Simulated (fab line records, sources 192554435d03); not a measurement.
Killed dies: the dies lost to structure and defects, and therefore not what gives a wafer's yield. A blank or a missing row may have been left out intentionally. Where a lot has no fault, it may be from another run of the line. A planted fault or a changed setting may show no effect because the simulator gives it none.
Problem report in the 8D (eight disciplines) form, filled by code + flow n5_finfet + the parts of the form that need people (team, actions taken, sign-off) are left out

1. WHAT WENT WRONG
At N5_STI_FIN_REVEAL_INSPECT_13, raw_defect_count averages 578 over 2 wafers from 2 lots, while fault-free wafers read 12, standard deviation 5.3. So: +99 or more standard deviations from the usual mean.
The step: inspects for defects (darkfield).
First observed at day 6 00:11: wafer L668.1, on defect_inspect-02. The record holds 31 wafers of 11 lots with a number at this step. By rule, "out" or "out of limits" means more than 4 standard deviations away from the usual mean. Any other wafer with a number is counted as sound.

2. WHAT IT IS; WHAT IT IS NOT
| question                    | is                                   | is not                                                                          |
|-----------------------------|--------------------------------------|---------------------------------------------------------------------------------|
| which readings at this step | raw_defect_count                     | -                                                                               |
| which lots                  | L668, L670                           | L655, L656, L657, L660, L665, L666, L667, L669, L671                            |
| which wafers of those lots  | L668.1, L670.5                       | L668.3, L668.5, L670.1, L670.2                                                  |
| read on which gauges        | defect_inspect-01, defect_inspect-02 | -                                                                               |
| when                        | from day 6 00:11                     | up to then (22 sound wafers); but 7 sound wafers of L669, L670, L671 came after |

3. THE SUSPECTS, EACH WITH WHAT RULES IT OUT
Counting: if a tool at a process step up to the reading ran every lot that is out, it stays a suspect. Sound lots after the first of them don't rule it out here, since some wafers of a struck lot are sound.
- the gauge at N5_STI_FIN_REVEAL_INSPECT_13 has been ruled out. The wafers that are out were read on 2 gauges (defect_inspect-01, defect_inspect-02).
- rie_diel-06 at N5_FIN_CUT_STRIP_22 (strips in N2/H2): kept. It ran every lot that is out, first L668 (day 5 15:16).
- wet_bench-04 at N5_STI_FIN_REVEAL_STRIP_35 (strips Si3N4 in H3PO4, target depth 4 nm, time 39 s): kept. It ran every lot that is out, first L668 (day 5 23:47); its last sound lot up to then is L667 (day 5 18:49).
- At N5_STI_FIN_REVEAL_STRIP_35, inside wet_bench-04: chamber 0 took the wafers that are out, while their sound lot-mates went through chambers 3, 6, 7.
The count leaves wet_bench-04 at N5_STI_FIN_REVEAL_STRIP_35 and rie_diel-06 at N5_FIN_CUT_STRIP_22.

4. THE CAUSE (what the simulator had put in)
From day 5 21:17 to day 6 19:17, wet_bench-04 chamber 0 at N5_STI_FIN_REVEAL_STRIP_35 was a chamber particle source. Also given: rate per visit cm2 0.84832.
This tool is one of the 2 suspects left after counting.

5. SEQUENCE OF EFFECTS, ordered by route
One row per reading whose mean, taken over the struck wafers that have a number, lies over 3 standard deviations from the usual. Readings are gone through only where the record gives a usual standard deviation; hours: the median, over the lots, of the time from a lot's start at the first step in this table giving one to that lot's start at this step; sigmas: the change measured in usual standard deviations.
| hours | step                         | reading             | usual | on struck wafers | change | sigmas      |
|-------|------------------------------|---------------------|-------|------------------|--------|-------------|
| 0     | N5_STI_FIN_REVEAL_INSPECT_13 | raw_defect_count    | 12    | 578              | +566   | +99 or more |
| 253   | N5_PASSIVATION_PROBE_49      | killed_at_front_end | 41    | 116              | +75    | +5.8        |
| 253   | N5_PASSIVATION_PROBE_49      | killed_dies         | 103   | 181              | +78    | +3.9        |
| 253   | N5_PASSIVATION_PROBE_49      | killed_on_rim       | 13    | 27               | +14    | +3.5        |
Its process steps:
- N5_PASSIVATION_PROBE_49

6. HOW IT WOULD HAVE BEEN CAUGHT EARLIER
Counted from the fault's start at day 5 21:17, it took 3 hours until the first out-of-limits reading at a measuring or inspecting step in this record, taken at day 6 00:11.
Tool readings at N5_STI_FIN_REVEAL_STRIP_35 with a usual standard deviation given in the record: none out on any struck wafer, hence no alarm at a limit of 4 standard deviations on them.
L670, from the lots that are out (2), started N5_STI_FIN_REVEAL_STRIP_35 on wet_bench-04 later than day 6 00:11. Putting the tool on hold at that point would have spared it.
